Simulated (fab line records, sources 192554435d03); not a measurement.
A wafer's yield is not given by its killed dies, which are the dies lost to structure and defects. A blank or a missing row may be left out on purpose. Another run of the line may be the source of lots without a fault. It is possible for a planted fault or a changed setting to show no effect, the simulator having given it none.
What tool caused it? / flow n5Finfet / 11 lots, 32 wafers sampled, at 1 step of a route of 1938

== WHAT EACH GAUGE READ, for each wafer ==
N5_SD_EPI_N_INSPECT_26: inspects for defects (darkfield).
lot=L253; measured=day 3 05:42; on=defectInspect-02; rawDefectCount=241 170 256
lot=L254; measured=day 3 11:05; on=defectInspect-01; rawDefectCount=236 140 190
lot=L255; measured=day 3 21:13; on=defectInspect-02; rawDefectCount=159 142 121
lot=L256; measured=day 3 22:04; on=defectInspect-01; rawDefectCount=203 248 226
lot=L258; measured=day 4 10:38; on=defectInspect-01; rawDefectCount=214 184
lot=L260; measured=day 4 23:28; on=defectInspect-02; rawDefectCount=227 195 244
lot=L266; measured=day 6 13:09; on=defectInspect-01; rawDefectCount=224 211 188
lot=L268; measured=day 6 23:40; on=defectInspect-01; rawDefectCount=225 242 230
lot=L271; measured=day 7 18:19; on=defectInspect-02; rawDefectCount=282 295 252
lot=L275; measured=day 8 20:11; on=defectInspect-01; rawDefectCount=226 236 206
lot=L276; measured=day 8 22:34; on=defectInspect-01; rawDefectCount=225 215 293

== WHICH TOOL RAN EACH LOT (tool, then ch and the chambers of the sampled wafers, then the start) ==
No process step before these readings appears in the record.

== AS READ BY THE TOOLS THEMSELVES (means over the sampled wafers that have a number; for cases with no such wafer, the mark the record gives instead) ==
The record holds no such reading with a usual standard deviation.

== THE ANSWER, worked out from the rows above alone ==
Rule: the lots themselves supply what counts as usual. The widest of any qualifying gaps counts: lots, ordered by their means at a reading, are off when they make up no more than a third of the lots, leave a main group of 4 or more, and stand apart from it by 3 or more times the standard deviation of that group's means. A main group is skipped when, at the precision printed for the reading in the tables above, its means are all equal. Also off: a lot with no number at a reading for which 4 or more lots have one. The other lots that the step has rows for count as sound. Order of review: gauges by route order, followed by the tools' own readings, for which a lot's mean as printed above is used. At the first step where some lot is off, the reading lying furthest off is the one used; lots without a number count as furthest.
Across all readings shown, no lot is off: no conclusion can be drawn from this.

== WHAT THE SIMULATOR PUT IN ==
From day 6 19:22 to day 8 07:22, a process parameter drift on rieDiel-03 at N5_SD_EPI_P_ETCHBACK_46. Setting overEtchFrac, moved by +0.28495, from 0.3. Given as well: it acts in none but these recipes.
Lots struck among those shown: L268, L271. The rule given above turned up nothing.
